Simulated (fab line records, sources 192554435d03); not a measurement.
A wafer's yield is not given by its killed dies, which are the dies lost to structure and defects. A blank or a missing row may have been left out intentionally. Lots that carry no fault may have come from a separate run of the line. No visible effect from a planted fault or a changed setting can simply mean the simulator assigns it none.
Chamber matching	flow n5_finfet	N5_BEOL_M1_DEP_57 on pecvd-02 has 3 sister chambers
The step deposits SiCN from 3MS/NH3, target thk 8 nm, time 14 s. 6 wafers are shown with their chamber, then 10 later ones without.

WAFERS, EACH WITH ITS CHAMBER
wafer	chamber	throttle_valve_pct (%)	showerhead_plenum_p_Torr (Torr)
L083.3	1	8.8	3.696
L084.6	1	8.8	3.688
L086.4	2	8.3	3.655
L086.6	0	9.3	3.661
L089.2	2	8.4	3.658
L089.3	0	9.4	3.665

WAFERS WHOSE CHAMBER IS MISSING
wafer	throttle_valve_pct (%)	showerhead_plenum_p_Torr (Torr)
L089.5	9.1	3.674
L090.2	8.7	3.680
L090.3	8.3	3.652
L090.4	9.1	3.681
L093.4	9.6	3.662
L093.5	8.9	3.686
L093.6	8.3	3.661
L094.2	9.5	3.662
L094.3	8.2	3.656
L094.4	8.7	3.692

CHAMBER TAKEN BY EACH
wafer	from the rows above	in truth
L089.5	can't be placed: 0 or 1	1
L090.2	1	1
L090.3	2	2
L090.4	can't be placed: 1 or 0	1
L093.4	0	0
L093.5	1	1
L093.6	2	2
L094.2	0	0
L094.3	2	2
L094.4	1	1
Placed correctly: 8 of 10. Not placeable from these rows: 2 (in 2, the candidates include the true chamber). Number placed wrongly: 0.
How it was worked out, from the rows above alone: a wafer's distance from a chamber is the root of the sum, over the readings, of the square of ((its reading less the chamber's mean) divided by the reading's scatter). If the next closest chamber is less than 2 further off than the closest, the wafer can't be placed; otherwise it belongs to the closest. Each chamber's mean is taken over the wafers shown for it. The scatter: take each reading less its chamber's mean, square it, sum over the shown wafers, divide by the number of wafers less the number of chambers, and take the root.
